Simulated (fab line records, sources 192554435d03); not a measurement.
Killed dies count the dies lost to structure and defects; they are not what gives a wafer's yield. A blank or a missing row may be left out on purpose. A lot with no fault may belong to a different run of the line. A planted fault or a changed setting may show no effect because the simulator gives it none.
Matching of chambers :: flow n5_finfet :: rie_diel-06 running N5_BEOL_M15_ETCH_61: 4 sister chambers
The step etches BARC in N2/H2, target depth 89 nm, overetch 26.7 nm, time 67.9 s. 14 wafers are shown with their chamber, then 7 later ones without.

WAFERS PAIRED WITH THEIR CHAMBERS
wafer: L077.1
chamber: 2
drypump_motor_current_A (A): 6.1
showerhead_plenum_p_Torr (Torr): 2.58
throttle_valve_pct (%): 18.0

wafer: L077.4
chamber: 1
drypump_motor_current_A (A): 6.5
showerhead_plenum_p_Torr (Torr): 2.50
throttle_valve_pct (%): 18.2

wafer: L077.5
chamber: 2
drypump_motor_current_A (A): 6.1
showerhead_plenum_p_Torr (Torr): 2.58
throttle_valve_pct (%): 18.0

wafer: L078.1
chamber: 2
drypump_motor_current_A (A): 6.1
showerhead_plenum_p_Torr (Torr): 2.58
throttle_valve_pct (%): 18.0

wafer: L078.3
chamber: 1
drypump_motor_current_A (A): 6.5
showerhead_plenum_p_Torr (Torr): 2.50
throttle_valve_pct (%): 18.2

wafer: L078.4
chamber: 0
drypump_motor_current_A (A): 5.3
showerhead_plenum_p_Torr (Torr): 2.33
throttle_valve_pct (%): 18.2

wafer: L079.1
chamber: 3
drypump_motor_current_A (A): 6.0
showerhead_plenum_p_Torr (Torr): 2.38
throttle_valve_pct (%): 18.1

wafer: L079.4
chamber: 0
drypump_motor_current_A (A): 5.2
showerhead_plenum_p_Torr (Torr): 2.33
throttle_valve_pct (%): 18.2

wafer: L079.6
chamber: 3
drypump_motor_current_A (A): 6.0
showerhead_plenum_p_Torr (Torr): 2.38
throttle_valve_pct (%): 18.2

wafer: L084.1
chamber: 2
drypump_motor_current_A (A): 6.1
showerhead_plenum_p_Torr (Torr): 2.58
throttle_valve_pct (%): 18.0

wafer: L084.4
chamber: 0
drypump_motor_current_A (A): 5.3
showerhead_plenum_p_Torr (Torr): 2.33
throttle_valve_pct (%): 18.2

wafer: L084.6
chamber: 0
drypump_motor_current_A (A): 5.2
showerhead_plenum_p_Torr (Torr): 2.33
throttle_valve_pct (%): 18.2

wafer: L085.2
chamber: 3
drypump_motor_current_A (A): 6.0
showerhead_plenum_p_Torr (Torr): 2.70
throttle_valve_pct (%): 17.8

wafer: L085.3
chamber: 0
drypump_motor_current_A (A): 5.2
showerhead_plenum_p_Torr (Torr): 2.32
throttle_valve_pct (%): 18.2

SIGNATURES, as means of the wafers listed above
reading: drypump_motor_current_A
chamber 0: 5.240
chamber 1: 6.500
chamber 2: 6.100
chamber 3: 6.000
scatter within a chamber: 0.0346

reading: showerhead_plenum_p_Torr
chamber 0: 2.3280
chamber 1: 2.5000
chamber 2: 2.5800
chamber 3: 2.4867
scatter within a chamber: 0.0827

reading: throttle_valve_pct
chamber 0: 18.200
chamber 1: 18.200
chamber 2: 18.000
chamber 3: 18.033
scatter within a chamber: 0.0931
Rule: for a wafer and a chamber, the distance is found by dividing, reading by reading, the gap between the wafer's reading and the chamber's mean by the reading's scatter, squaring, summing and taking the root. If the next closest chamber is less than 2 further off than the closest, the wafer can't be placed; otherwise it belongs to the closest. The scatter is the square root of a quotient: the sum, over the shown wafers, of each reading's squared deviation from its chamber's mean, divided by wafers minus chambers.

WAFERS WITH NO CHAMBER GIVEN
wafer: L085.4
drypump_motor_current_A (A): 6.4
showerhead_plenum_p_Torr (Torr): 2.49
throttle_valve_pct (%): 18.3

wafer: L091.1
drypump_motor_current_A (A): 6.5
showerhead_plenum_p_Torr (Torr): 2.49
throttle_valve_pct (%): 18.3

wafer: L091.2
drypump_motor_current_A (A): 6.0
showerhead_plenum_p_Torr (Torr): 2.69
throttle_valve_pct (%): 17.8

wafer: L091.6
drypump_motor_current_A (A): 6.0
showerhead_plenum_p_Torr (Torr): 2.69
throttle_valve_pct (%): 17.8

wafer: L097.2
drypump_motor_current_A (A): 6.1
showerhead_plenum_p_Torr (Torr): 2.57
throttle_valve_pct (%): 18.1

wafer: L097.3
drypump_motor_current_A (A): 5.2
showerhead_plenum_p_Torr (Torr): 2.32
throttle_valve_pct (%): 18.3

wafer: L097.6
drypump_motor_current_A (A): 6.1
showerhead_plenum_p_Torr (Torr): 2.57
throttle_valve_pct (%): 18.1

CHAMBER TAKEN BY EACH
wafer: L085.4
from the rows above: 1
in truth: 1

wafer: L091.1
from the rows above: 1
in truth: 1

wafer: L091.2
from the rows above: can't be placed: 3 or 2
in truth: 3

wafer: L091.6
from the rows above: can't be placed: 3 or 2
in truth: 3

wafer: L097.2
from the rows above: 2
in truth: 2

wafer: L097.3
from the rows above: 0
in truth: 0

wafer: L097.6
from the rows above: 2
in truth: 2
5 of 7 placed correctly. Can't be placed from these rows: 2 (the true chamber is among the candidates in 2). Wrongly placed: 0.
